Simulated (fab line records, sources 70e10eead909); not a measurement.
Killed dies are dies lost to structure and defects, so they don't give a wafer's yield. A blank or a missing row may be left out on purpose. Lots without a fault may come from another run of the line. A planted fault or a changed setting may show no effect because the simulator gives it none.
Chamber matching | flow nand_harc | NHARC_P_M1_DESCUM_14 on rie_diel-12: 4 sister chambers
The step chemistry O2, time 3 s. 18 wafers are shown with their chamber, then 9 later ones without.

WAFERS WITH THEIR CHAMBER
wafer  | chamber | showerhead_plenum_p_Torr (Torr) | oes_product_au (a.u.) | rf_vpp_V (V)
L144.1 | 0       | 1.87                            | 0.990                 | 57.6
L144.3 | 2       | 1.89                            | 0.997                 | 57.4
L144.5 | 1       | 1.81                            | 1.028                 | 58.5
L146.1 | 0       | 1.86                            | 0.994                 | 58.5
L146.3 | 2       | 1.89                            | 0.989                 | 58.5
L146.6 | 3       | 1.91                            | 0.996                 | 57.8
L147.3 | 0       | 1.86                            | 1.003                 | 58.1
L147.4 | 2       | 1.89                            | 0.991                 | 57.9
L147.6 | 2       | 1.89                            | 0.993                 | 57.2
L149.1 | 0       | 1.86                            | 0.992                 | 58.8
L149.3 | 3       | 1.91                            | 1.007                 | 56.5
L149.4 | 1       | 1.81                            | 1.039                 | 57.1
L150.1 | 0       | 1.86                            | 0.981                 | 57.9
L150.2 | 1       | 1.81                            | 1.043                 | 56.8
L150.5 | 2       | 1.89                            | 0.987                 | 55.8
L151.2 | 1       | 1.81                            | 1.043                 | 57.0
L151.4 | 3       | 1.91                            | 0.989                 | 57.6
L151.5 | 3       | 1.91                            | 1.001                 | 59.6

SIGNATURES (means of the wafers above)
reading                  | chamber 0 | chamber 1 | chamber 2 | chamber 3 | scatter within a chamber
showerhead_plenum_p_Torr | 1.8620    | 1.8100    | 1.8900    | 1.9100    | 0.00239
oes_product_au           | 0.99200   | 1.03825   | 0.99140   | 0.99825   | 0.00673
rf_vpp_V                 | 58.180    | 57.350    | 57.360    | 57.875    | 0.915
Rule: a wafer's distance from a chamber is the root of the sum, over the readings, of the square of ((its reading less the chamber's mean) divided by the reading's scatter). The wafer belongs to the nearest chamber; if the next one is less than 2 further off, it can't be placed. The scatter: the root of (the sum of the squares of (reading less its chamber's mean) over the shown wafers, divided by (wafers less chambers)).

WAFERS WITHOUT THEIR CHAMBER
wafer  | showerhead_plenum_p_Torr (Torr) | oes_product_au (a.u.) | rf_vpp_V (V)
L152.1 | 1.86                            | 0.979                 | 58.2
L152.3 | 1.81                            | 1.046                 | 57.4
L152.4 | 1.91                            | 1.001                 | 57.7
L153.4 | 1.86                            | 0.988                 | 57.9
L153.5 | 1.86                            | 0.984                 | 57.7
L153.6 | 1.91                            | 0.994                 | 58.2
L164.1 | 1.88                            | 1.004                 | 57.7
L164.2 | 1.90                            | 1.033                 | 57.4
L164.5 | 1.90                            | 1.034                 | 58.2

WHICH CHAMBER EACH WENT THROUGH
wafer  | from the rows above     | in truth
L152.1 | 0                       | 0
L152.3 | 1                       | 1
L152.4 | 3                       | 3
L153.4 | 0                       | 0
L153.5 | 0                       | 0
L153.6 | 3                       | 3
L164.1 | 2                       | 2
L164.2 | can't be placed: 3 or 2 | 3
L164.5 | can't be placed: 3 or 2 | 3
Placed correctly: 7 of 9. Can't be placed from these rows: 2 (the true chamber is among the candidates in 2). Placed wrongly: 0.
